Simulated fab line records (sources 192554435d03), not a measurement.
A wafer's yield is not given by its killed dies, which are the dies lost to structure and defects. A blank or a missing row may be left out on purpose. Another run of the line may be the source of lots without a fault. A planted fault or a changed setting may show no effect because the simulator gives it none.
A struck lot beside a sound one :: flow n5_finfet :: 42 out of 1938 route steps
Sound: these wafers, L166.2, L166.3, L166.5. Struck: wafer L172.2 (left out: L172.5, a lot-mate that was not struck); the cause follows at the end.
For every step that has rows: the tool of each side, followed by ch and its chambers, followed by its first start. Under that, the readings that differ: sound wafers :: struck wafers :: difference of the means :: sigmas: that difference in standard deviations of wafers without a fault.
alike: words and numbers the same on both sides, and readings whose means are apart by under 2 such deviations; not compared: readings that were withheld, readings missing a value for some wafer, numbers with overlapping values and no deviation given by the record, and bounds like >300 which may hide the same value.
Wherever a step has rows on one side only, a row that says differs or no value, or a row with sigmas, the two part there. Numbers that have no deviation but don't overlap get no sigmas and don't part them. A reading that every wafer of one side lacks parts them only if that side has two wafers or more.

first, 7 steps without rows for these wafers: N5_PMOS_HMC_CHANNEL_EPI_PRECLEAN_36 (cleans in O3/DIW, time 45 s); N5_PMOS_HMC_CHANNEL_EPI_PRECLEAN_18 (cleans in DHF, time 30 s); N5_PMOS_HMC_CHANNEL_EPI_SRD_19 (time 30 s); N5_PMOS_HMC_CHANNEL_EPI_EPI_20 (deposits SiGe30, target thk 59 nm); N5_PMOS_HMC_CHANNEL_EPI_HM_STRIP_35 (strips SiO2 in dHF, material SiO2, target depth 39.6 nm, time 216 s); N5_PMOS_HMC_CHANNEL_EPI_SRD_39 (time 30 s); N5_PMOS_HMC_CHANNEL_EPI_CMP_21 (polishes SiGe30, target thk 54 nm).
N5_PMOS_HMC_CHANNEL_EPI_THK_MEAS_22:
  sound on film_metro-02, day 4 02:34; struck on film_metro-02, day 5 14:26
  alike: HMC_CMP_THK
then, 4 steps without rows for these wafers: N5_PMOS_HMC_CHANNEL_EPI_PRECLEAN_40 (cleans in DHF, time 30 s); N5_PMOS_HMC_CHANNEL_EPI_PRECLEAN_37 (cleans in O3/DIW, time 45 s); N5_PMOS_HMC_CHANNEL_EPI_PRECLEAN_24 (cleans in DHF, time 30 s); N5_PMOS_HMC_CHANNEL_EPI_SRD_25 (time 30 s).
N5_PMOS_HMC_CHANNEL_EPI_EPI_26: deposits Si from SiH4/H2, target thk 3.8 nm, time 22.7 s.
  sound on epi_rpcvd-02 ch 0, day 4 02:43; struck on epi_rpcvd-01 ch 0, day 5 14:38
reading: model.Si_of_PMOS_HMC_CHANNEL_EPI_EPI_26.thk_nm (nm)
sound: 3.774 3.752 3.697
struck: 3.037
difference: -0.704
sigmas: 
  alike: throttle_valve_pct
N5_PMOS_HMC_CHANNEL_EPI_INSPECT_30: inspects for defects (darkfield).
  sound on defect_inspect-02, day 4 03:02; struck on defect_inspect-02, day 5 15:09
  alike: raw_defect_count
then, 6 steps without rows for these wafers: N5_FIN_SAQP_PRECLEAN_42 (cleans in O3/DIW, time 60 s); N5_FIN_SAQP_PRECLEAN_00 (cleans in SC1, time 60 s); N5_FIN_SAQP_PRECLEAN_44 (cleans in SC2, time 45 s); N5_FIN_SAQP_SRD_01 (time 30 s); N5_FIN_SAQP_ALD_61 (deposits SiO2, target thk 4 nm, pulse time 1 s, purge time 2 s); N5_FIN_SAQP_DENSIFY_62 (time 60 s).
N5_FIN_SAQP_HM_DEP_03: deposits SiNx from SiH4/NH3/N2, target thk 38 nm, time 33.6 s.
  sound on pecvd-03 ch 1,2, day 4 03:46; struck on pecvd-03 ch 2, day 5 15:59
  alike: heater_power_w, showerhead_plenum_p_Torr, throttle_valve_pct
N5_FIN_SAQP_THK_MEAS_05:
  sound on film_metro-01, day 4 03:51; struck on film_metro-02, day 5 16:04
  alike: thk_nm
then, 1 step without rows for these wafers: N5_FIN_SAQP_PECVD_47 (deposits a-Si from SiH4/He, target thk 45 nm, time 36.3 s).
N5_FIN_SAQP_PECVD_48: deposits SiNx from SiH4/NH3/N2, target thk 25 nm, time 22.1 s.
  sound on pecvd-04 ch 0,2, day 4 03:56; struck on pecvd-04 ch 1, day 5 16:08
reading: heater_power_w (W)
sound: 829 655 840
struck: 647
difference: -128
sigmas: -2
  alike: showerhead_plenum_p_Torr, throttle_valve_pct
then, 1 step without rows for these wafers: N5_FIN_SAQP_PECVD_06 (deposits a-Si from SiH4/He, target thk 60 nm, time 48.1 s).
N5_FIN_SAQP_THK_MEAS_07:
  sound on film_metro-02, day 4 04:04; struck on film_metro-01, day 5 16:16
  alike: thk_nm
then, 9 steps without rows for these wafers: N5_FIN_SAQP_HM_DEP_72 (deposits SiO2 from SiH4/N2O, target thk 12 nm, time 7.2 s); N5_FIN_SAQP_COAT_49 (time 60 s, resist thk 100 nm); N5_FIN_SAQP_COAT_50 (time 60 s, resist thk 35 nm); N5_FIN_SAQP_COAT_10 (resist thk 90 nm); N5_FIN_SAQP_EBR_12; N5_FIN_SAQP_SOFTBAKE_11 (time 60 s); N5_FIN_SAQP_EXPOSE_13 (exposes mask FIN CORE, target cd 35.6 nm); N5_FIN_SAQP_PEB_14 (peb time 60 s); N5_FIN_SAQP_DEVELOP_15 (develop time 30 s).
N5_FIN_SAQP_CD_MEAS_16: the cd target is 35.6 nm.
  sound on cd_sem-03 ch 0, day 4 04:25; struck on cd_sem-03 ch 0, day 5 16:47
reading: cd_nm (nm)
sound: 35.09 35.26 35.07
struck: 35.73
difference: +0.59
sigmas: +2
N5_FIN_SAQP_OVL_MEAS_17:
  sound on overlay-02 ch 0, day 4 04:28; struck on overlay-01 ch 0, day 5 16:49
  alike: FIN_CORE_OVL
N5_FIN_SAQP_INSPECT_18: inspects for defects (brightfield).
  sound on defect_inspect-01, day 4 04:29; struck on defect_inspect-02, day 5 16:50
  alike: raw_defect_count
N5_FIN_SAQP_DESCUM_21: chemistry O2, time 7.9 s.
  sound on rie_diel-04 ch 0,2,3, day 4 04:31; struck on rie_diel-03 ch 1, day 5 16:53
  alike: drypump_motor_current_A, oes_product_au, rf_vpp_V, showerhead_plenum_p_Torr, throttle_valve_pct
  not compared: rf_hours_counter_h
N5_FIN_SAQP_ETCH_51: etches SiARC in CF4, target depth 45.5 nm, time 75.8 s.
  sound on rie_diel-04 ch 0,2,3, day 4 04:33; struck on rie_diel-03 ch 1, day 5 16:55
  alike: drypump_motor_current_A, etch_rf_on_time_s, oes_product_au, rf_vpp_V, showerhead_plenum_p_Torr, throttle_valve_pct
  not compared: rf_hours_counter_h
N5_FIN_SAQP_ETCH_52: etches SOC in N2/H2, target depth 100 nm, overetch 20 nm, time 150 s.
  sound on rie_diel-04 ch 0,2,3, day 4 04:37; struck on rie_diel-03 ch 1, day 5 16:58
  alike: drypump_motor_current_A, oes_product_au, rf_vpp_V, showerhead_plenum_p_Torr, throttle_valve_pct
  not compared: rf_hours_counter_h
N5_STI_FIN_REVEAL_CLEAN_19: cleans in O3/DIW, time 120 s.
  sound on wet_bench-06 ch 4,5,7, day 4 18:42; struck on wet_bench-06 ch 7, day 6 07:04
reading: model.Si_of_PMOS_HMC_CHANNEL_EPI_EPI_26.thk_nm (nm)
sound: 2.4 2.4 2.4
struck: 1.6
difference: -0.8
sigmas: 

## WHERE THEY PART
First at N5_FIN_SAQP_PECVD_48; last, within this record, at N5_FIN_SAQP_CD_MEAS_16. Later steps at which nothing parts them and some readings are alike: N5_FIN_SAQP_OVL_MEAS_17, N5_FIN_SAQP_INSPECT_18, N5_FIN_SAQP_DESCUM_21, N5_FIN_SAQP_ETCH_51, N5_FIN_SAQP_ETCH_52.

WHY: what had been put in by the simulator
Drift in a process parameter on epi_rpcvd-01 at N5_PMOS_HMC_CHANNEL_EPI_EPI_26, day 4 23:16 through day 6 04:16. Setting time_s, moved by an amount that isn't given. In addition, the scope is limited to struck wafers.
